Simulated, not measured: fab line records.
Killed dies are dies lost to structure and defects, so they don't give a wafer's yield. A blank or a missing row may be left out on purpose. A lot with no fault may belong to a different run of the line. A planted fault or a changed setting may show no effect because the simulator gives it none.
8D (eight disciplines) problem report, filled in by code || flow nand harc || the parts of the form that need people (team, actions taken, sign-off) are left out

== 1. PROBLEM STATEMENT ==
NHARC_A_CHANNEL_FILL_D1_ETCHBACK_08, run length s: mean 138.2 s over 1 wafer from 1 lot; wafers with no fault: 131.3 s, standard deviation 0.4. That puts it +17 standard deviations away from the usual mean.
The step: etches the open film in C4F8, target depth 220 nm, time 110 s.
First observed at day 15 02:52: wafer L305.5, on rie diel-04. Wafers with a number at this step in the record: 33, from 11 lots. Rule for "out", or "out of limits": more than 4 standard deviations from the usual mean. Any other wafer with a number is counted as sound.

== 2. WHAT IT IS, WHAT IT ISN'T ==
{"question": "which readings at this step", "is": "run length s", "is not": "chamber pressure mTorr, oes product au, rf vpp V"}
{"question": "which lots", "is": "L305", "is not": "L295, L300, L308, L311, L312, L314, L315, L316, L317, L318"}
{"question": "which wafers of those lots", "is": "L305.5", "is not": "L305.2, L305.6"}
{"question": "read on which tools", "is": "rie diel-04", "is not": "rie diel-02, rie diel-09"}
{"question": "when", "is": "from day 15 02:52", "is not": "up to then (8 sound wafers); but 24 sound wafers of L308, L311, L312, L314, L315, L316, L317, L318 came after"}

== 3. THE SUSPECTS, EACH WITH WHAT RULES IT OUT ==
Counting: any tool at a process step up to the reading remains a suspect provided it ran every lot that is out. Sound lots after the first of them don't rule it out here, since some wafers of a struck lot are sound.
- rie diel-08 at NHARC_A_CHANNEL_HOLE_D1_STRIP_27 (strips in O2): kept. It ran the lot that is out, L305 (day 15 02:52). Because NHARC_A_CHANNEL_HOLE_D1_STRIP_27 lacks a start for some lots, the hours and order of its lots are taken from NHARC_A_CHANNEL_FILL_D1_ETCHBACK_08.
- ald sin batch-01 at NHARC_A_CHANNEL_FILL_D1_ALD_15 (deposits SiNx, target thk 2 nm, pulse time 60 s, ald cycles 19): kept. The lot that is out, L305, ran on it at day 15 02:52; the last sound lot it ran before that was L300, at day 12 15:19. Because NHARC_A_CHANNEL_FILL_D1_ALD_15 lacks a start for some lots, the hours and order of its lots are taken from NHARC_A_CHANNEL_FILL_D1_ETCHBACK_08.
- rie diel-04 at NHARC_A_CHANNEL_FILL_D1_ETCHBACK_08 (etches the open film in C4F8, target depth 220 nm, time 110 s): kept. The lot that is out, L305, ran on it at day 15 02:52; the last sound lot it ran before that was L300, at day 12 15:19. Its own run length s readings are out on those wafers.
- In rie diel-08 at NHARC_A_CHANNEL_HOLE_D1_STRIP_27, the wafers that are out were processed in chamber 2 and their sound lot-mates in chambers 0, 1.
- In rie diel-04 at NHARC_A_CHANNEL_FILL_D1_ETCHBACK_08, the wafers that are out were processed in chamber 2 and their sound lot-mates in chambers 0, 3.
After the count, these remain: rie diel-08 at NHARC_A_CHANNEL_HOLE_D1_STRIP_27, ald sin batch-01 at NHARC_A_CHANNEL_FILL_D1_ALD_15 and rie diel-04 at NHARC_A_CHANNEL_FILL_D1_ETCHBACK_08.

== 4. THE CAUSE (what the simulator had put in) ==
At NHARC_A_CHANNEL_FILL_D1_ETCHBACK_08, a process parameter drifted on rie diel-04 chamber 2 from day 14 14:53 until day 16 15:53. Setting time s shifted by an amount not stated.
Of the 3 suspects that counting leaves, this tool is one.

== 5. THE EFFECT CHAIN, in route order ==
One row per reading whose mean, taken over the struck wafers that have a number, lies over 3 standard deviations from the usual. Only readings for which the record gives a usual standard deviation are gone through. hours: the time from each lot's start at the first step in this table that gives one to its start at this step, as a median over the lots. sigmas: the change in usual standard deviations.
{"hours": 0, "step": "NHARC_A_CHANNEL_FILL_D1_ETCHBACK_08", "reading": "run length s", "usual": "131.3 s", "on struck wafers": 138.2, "change": "+6.9", "sigmas": "+17"}
It contains these process steps:
- NHARC_A_CHANNEL_FILL_D1_ETCHBACK_08: etches the open film in C4F8, target depth 220 nm, time 110 s.
At these later measuring or inspecting steps, every struck wafer for which the step has a row has a number for every such reading, and none has moved that far: NHARC_END_SORT_01.

== 6. HOW IT WOULD HAVE BEEN CAUGHT EARLIER ==
First out-of-limits reading in this record: day 15 02:52, which is 12 hours after fault onset at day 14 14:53.
